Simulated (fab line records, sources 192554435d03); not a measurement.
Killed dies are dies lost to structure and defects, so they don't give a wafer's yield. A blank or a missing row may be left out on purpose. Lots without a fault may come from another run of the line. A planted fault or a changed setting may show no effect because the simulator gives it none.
Chamber matching | flow n5_finfet | N5_SDB_STRIP_21 on rie_diel-06: 4 sister chambers
The step strips in CF4. 16 wafers are shown with their chamber, then 8 later ones without.

WAFERS WITH THEIR CHAMBER
wafer  | chamber | oes_product_au (a.u.) | throttle_valve_pct (%) | drypump_motor_current_A (A)
L075.1 | 1       | 0.69                  | 14.11                  | 5.9
L075.3 | 1       | 0.69                  | 14.11                  | 5.9
L075.6 | 1       | 0.69                  | 14.11                  | 5.9
L082.1 | 2       | 0.73                  | 13.88                  | 5.1
L082.5 | 1       | 0.68                  | 14.13                  | 5.9
L082.6 | 0       | 0.69                  | 13.92                  | 5.8
L085.1 | 1       | 0.68                  | 14.16                  | 5.9
L085.2 | 0       | 0.69                  | 13.96                  | 5.8
L085.3 | 3       | 0.90                  | 13.29                  | 5.8
L085.4 | 1       | 0.68                  | 14.16                  | 5.9
L085.5 | 0       | 0.69                  | 13.93                  | 5.8
L085.6 | 3       | 0.90                  | 13.30                  | 5.7
L086.1 | 1       | 0.67                  | 14.15                  | 5.9
L086.2 | 3       | 0.90                  | 13.30                  | 5.7
L086.3 | 0       | 0.68                  | 13.95                  | 5.8
L088.1 | 1       | 0.67                  | 14.18                  | 5.9

SIGNATURES (means of the wafers above)
reading                 | chamber 0 | chamber 1 | chamber 2 | chamber 3 | scatter within a chamber
oes_product_au          | 0.6875    | 0.6813    | 0.7300    | 0.9000    | 0.00685
throttle_valve_pct      | 13.9400   | 14.1387   | 13.8800   | 13.2967   | 0.023
drypump_motor_current_A | 5.800     | 5.900     | 5.100     | 5.733     | 0.0236
Rule: a wafer's distance from a chamber is the root of the sum, over the readings, of the square of ((its reading less the chamber's mean) divided by the reading's scatter). The wafer belongs to the nearest chamber; if the next one is less than 2 further off, it can't be placed. The scatter: the root of (the sum of the squares of (reading less its chamber's mean) over the shown wafers, divided by (wafers less chambers)).

WAFERS WITHOUT THEIR CHAMBER
wafer  | oes_product_au (a.u.) | throttle_valve_pct (%) | drypump_motor_current_A (A)
L088.4 | 0.89                  | 13.32                  | 5.7
L088.6 | 0.68                  | 13.97                  | 5.8
L091.2 | 0.68                  | 13.98                  | 5.8
L091.4 | 0.72                  | 13.90                  | 5.1
L091.6 | 0.68                  | 13.97                  | 5.8
L092.2 | 0.87                  | 13.33                  | 5.7
L092.3 | 0.72                  | 13.92                  | 5.1
L092.5 | 0.67                  | 13.98                  | 5.8

WHICH CHAMBER EACH WENT THROUGH
wafer  | from the rows above | in truth
L088.4 | 3                   | 3
L088.6 | 0                   | 0
L091.2 | 0                   | 0
L091.4 | 2                   | 2
L091.6 | 0                   | 0
L092.2 | 3                   | 3
L092.3 | 2                   | 2
L092.5 | 0                   | 0
Placed correctly: 8 of 8. Can't be placed from these rows: 0. Placed wrongly: 0.
